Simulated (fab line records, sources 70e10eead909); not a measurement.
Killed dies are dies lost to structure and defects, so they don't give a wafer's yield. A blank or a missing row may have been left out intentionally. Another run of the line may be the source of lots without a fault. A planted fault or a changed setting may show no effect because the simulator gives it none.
Which tool was responsible? + flow nand harc + Sampling: 24 lots, 72 wafers, 4 of 1159 route steps

WHAT THE GAUGES SHOWED, per wafer
NHARC_P_CONTACT_CD_MEAS_12: the cd target is 90 nm.
| lot  | measured     | on        | cd nm (nm)     |
|------|--------------|-----------|----------------|
| L074 | day 5 09:21  | cd sem-03 | 89.6 89.2 89.3 |
| L076 | day 5 21:49  | cd sem-01 | 89.9 90.1 90.4 |
| L075 | day 5 22:23  | cd sem-02 | 90.3 89.8 90.0 |
| L077 | day 6 05:07  | cd sem-02 | 89.4 90.1 89.3 |
| L078 | day 6 05:32  | cd sem-01 | 90.6 90.3 90.3 |
| L080 | day 7 02:29  | cd sem-02 | 89.9 89.9 89.7 |
| L079 | day 7 04:52  | cd sem-03 | 89.9 89.7 89.7 |
| L081 | day 7 09:10  | cd sem-03 | 90.3 90.4 90.6 |
| L082 | day 7 12:11  | cd sem-03 | 89.8 90.2 90.5 |
| L083 | day 7 12:41  | cd sem-01 | 89.1 89.1 89.6 |
| L085 | day 8 02:35  | cd sem-03 | 90.7 90.8 90.9 |
| L084 | day 8 04:50  | cd sem-03 | 89.4 89.6 89.4 |
| L086 | day 8 17:58  | cd sem-01 | 89.9 90.3 89.7 |
| L087 | day 8 18:15  | cd sem-01 | 89.8 89.9 90.1 |
| L088 | day 9 03:55  | cd sem-02 | 90.2 90.2 89.6 |
| L089 | day 9 07:16  | cd sem-01 | 90.5 90.9 90.7 |
| L090 | day 9 12:25  | cd sem-02 | 90.8 91.3 90.4 |
| L092 | day 9 19:36  | cd sem-02 | 90.3 89.5 89.7 |
| L091 | day 9 20:25  | cd sem-01 | 90.2 90.2 90.7 |
| L093 | day 10 03:08 | cd sem-01 | 90.4 90.2 90.3 |
| L094 | day 10 10:36 | cd sem-03 | 90.9 90.2 90.2 |
| L095 | day 10 20:44 | cd sem-01 | 90.5 90.6 90.6 |
| L097 | day 11 01:14 | cd sem-01 | 89.4 89.3 90.0 |
| L096 | day 11 02:14 | cd sem-01 | 90.2 90.2 90.4 |

NHARC_P_CONTACT_INSPECT_14.
| lot  | measured     | on                | raw defect count |
|------|--------------|-------------------|------------------|
| L074 | day 5 09:29  | defect inspect-01 | 2 3 1            |
| L076 | day 5 21:57  | defect inspect-01 | 1 6 3            |
| L075 | day 5 22:31  | defect inspect-01 | 2 4 2            |
| L077 | day 6 05:14  | defect inspect-01 | 6 5 3            |
| L078 | day 6 05:39  | defect inspect-01 | 3 2 1            |
| L080 | day 7 02:36  | defect inspect-01 | 8 3 3            |
| L079 | day 7 05:00  | defect inspect-02 | 8 2 5            |
| L081 | day 7 09:17  | defect inspect-02 | 6 1 5            |
| L082 | day 7 12:19  | defect inspect-01 | 5 4 5            |
| L083 | day 7 12:49  | defect inspect-01 | 3 9 9            |
| L085 | day 8 02:43  | defect inspect-02 | 6 4 4            |
| L084 | day 8 04:58  | defect inspect-02 | 2 7 1            |
| L086 | day 8 18:05  | defect inspect-02 | 3 3 1            |
| L087 | day 8 18:22  | defect inspect-01 | 5 1 1            |
| L088 | day 9 04:02  | defect inspect-02 | 4 4 2            |
| L089 | day 9 07:23  | defect inspect-01 | 1 3 2            |
| L090 | day 9 12:32  | defect inspect-01 | 4 7 3            |
| L092 | day 9 19:44  | defect inspect-01 | 2 9 3            |
| L091 | day 9 20:32  | defect inspect-01 | 1 2 3            |
| L093 | day 10 03:15 | defect inspect-02 | 10 6 6           |
| L094 | day 10 10:44 | defect inspect-02 | 6 5 1            |
| L095 | day 10 20:52 | defect inspect-01 | 4 2 3            |
| L097 | day 11 01:21 | defect inspect-02 | 4 2 2            |
| L096 | day 11 02:22 | defect inspect-02 | 6 3 3            |

NHARC_P_M1_INSPECT_27.
| lot  | measured     | on                | raw defect count |
|------|--------------|-------------------|------------------|
| L074 | day 5 21:57  | defect inspect-02 | 206 213 172      |
| L076 | day 6 11:11  | defect inspect-01 | 392 408 251      |
| L075 | day 6 11:43  | defect inspect-02 | 446 356 688      |
| L077 | day 6 19:41  | defect inspect-02 | 161 327 237      |
| L078 | day 6 21:10  | defect inspect-02 | 370 362 610      |
| L080 | day 7 13:52  | defect inspect-01 | 319 263 295      |
| L079 | day 7 15:51  | defect inspect-02 | 414 246 356      |
| L081 | day 7 20:40  | defect inspect-02 | 255 200 273      |
| L082 | day 7 23:48  | defect inspect-01 | 242 243 298      |
| L083 | day 8 00:08  | defect inspect-02 | 253 430 439      |
| L085 | day 8 14:42  | defect inspect-01 | 164 386 249      |
| L084 | day 8 15:57  | defect inspect-01 | 213 171 292      |
| L086 | day 9 05:10  | defect inspect-02 | 308 267 378      |
| L087 | day 9 10:12  | defect inspect-01 | 345 283 240      |
| L088 | day 9 23:44  | defect inspect-01 | 237 640 479      |
| L089 | day 10 03:35 | defect inspect-02 | 616 522 449      |
| L090 | day 10 04:58 | defect inspect-01 | 211 383 199      |
| L092 | day 10 07:16 | defect inspect-02 | 204 149 202      |
| L091 | day 10 07:30 | defect inspect-02 | 801 596 449      |
| L093 | day 10 15:01 | defect inspect-01 | 243 242 257      |
| L094 | day 11 01:23 | defect inspect-01 | 176 273 289      |
| L095 | day 11 07:48 | defect inspect-02 | 389 307 270      |
| L097 | day 11 12:32 | defect inspect-01 | 303 180 226      |
| L096 | day 11 13:14 | defect inspect-01 | 308 145 284      |

EACH LOT AND THE TOOL THAT RAN IT (in order: tool; ch and the chambers of the sampled wafers; start)
| lot  | NHARC_P_M1_ANNEAL_31             |
|------|----------------------------------|
| L074 | rtp anneal-01 ch 0, day 5 21:07  |
| L076 | rtp anneal-01 ch 0, day 6 10:23  |
| L075 | rtp anneal-01 ch 0, day 6 10:57  |
| L077 | rtp anneal-02 ch 0, day 6 18:58  |
| L078 | rtp anneal-01 ch 0, day 6 20:24  |
| L080 | rtp anneal-02 ch 0, day 7 13:03  |
| L079 | rtp anneal-01 ch 0, day 7 15:02  |
| L081 | rtp anneal-02 ch 0, day 7 19:50  |
| L082 | rtp anneal-02 ch 0, day 7 23:05  |
| L083 | rtp anneal-01 ch 0, day 7 23:25  |
| L085 | rtp anneal-02 ch 0, day 8 13:52  |
| L084 | rtp anneal-02 ch 0, day 8 15:11  |
| L086 | rtp anneal-01 ch 0, day 9 04:22  |
| L087 | rtp anneal-01 ch 0, day 9 09:22  |
| L088 | rtp anneal-01 ch 0, day 9 22:55  |
| L089 | rtp anneal-02 ch 0, day 10 02:46 |
| L090 | rtp anneal-02 ch 0, day 10 04:09 |
| L092 | rtp anneal-02 ch 0, day 10 06:27 |
| L091 | rtp anneal-01 ch 0, day 10 06:41 |
| L093 | rtp anneal-02 ch 0, day 10 14:12 |
| L094 | rtp anneal-01 ch 0, day 11 00:34 |
| L095 | rtp anneal-02 ch 0, day 11 07:02 |
| L097 | rtp anneal-01 ch 0, day 11 11:43 |
| L096 | rtp anneal-02 ch 0, day 11 12:23 |
- NHARC_P_M1_ANNEAL_31: time 90 s.

AS READ BY THE TOOLS THEMSELVES (means over the sampled wafers that have a number; for cases with no such wafer, the mark the record gives instead)
NHARC_P_M1_ANNEAL_31.
| lot  | tool          | anneal temp c max | wafer_temp_C_max |
|------|---------------|-------------------|------------------|
| L074 | rtp anneal-01 | 227.1             | 226.0            |
| L076 | rtp anneal-01 | 227.0             | 226.3            |
| L075 | rtp anneal-01 | 226.6             | 226.0            |
| L077 | rtp anneal-02 | 227.1             | 226.2            |
| L078 | rtp anneal-01 | 226.7             | 226.6            |
| L080 | rtp anneal-02 | 227.1             | 226.6            |
| L079 | rtp anneal-01 | 227.0             | 226.0            |
| L081 | rtp anneal-02 | 226.9             | 226.4            |
| L082 | rtp anneal-02 | 226.9             | 226.4            |
| L083 | rtp anneal-01 | 226.9             | 226.4            |
| L085 | rtp anneal-02 | 226.5             | 226.2            |
| L084 | rtp anneal-02 | 226.9             | 226.4            |
| L086 | rtp anneal-01 | 226.6             | 226.4            |
| L087 | rtp anneal-01 | 227.0             | 226.1            |
| L088 | rtp anneal-01 | 226.5             | 226.4            |
| L089 | rtp anneal-02 | 227.2             | 226.3            |
| L090 | rtp anneal-02 | 227.0             | 226.4            |
| L092 | rtp anneal-02 | 226.9             | 226.3            |
| L091 | rtp anneal-01 | 227.0             | 226.2            |
| L093 | rtp anneal-02 | 227.1             | 226.2            |
| L094 | rtp anneal-01 | 226.5             | 226.1            |
| L095 | rtp anneal-02 | 226.8             | 226.3            |
| L097 | rtp anneal-01 | 226.8             | 226.1            |
| L096 | rtp anneal-02 | 226.8             | 226.8            |

THE ANSWER, worked out from the rows above alone
Rule: what is usual is taken from the lots themselves. The widest of any qualifying gaps counts: lots, ordered by their means at a reading, are off when they make up no more than a third of the lots, leave a main group of 4 or more, and stand apart from it by 3 or more times the standard deviation of that group's means. The tables above print the reading to a certain number of digits; a main group whose means all agree to those digits is not used. Also off: a lot with no number at a reading for which 4 or more lots have one. Where the step has rows for the other lots, those lots are counted as sound. Order of review: gauges by route order, followed by the tools' own readings, for which a lot's mean as printed above is used. The first step at which some lot is off is used, and at that step the reading that is off furthest; a lot without a number counts as furthest.
Nothing can be told from this: no lot is off at any reading shown.

WHAT THE SIMULATOR HAD PUT IN
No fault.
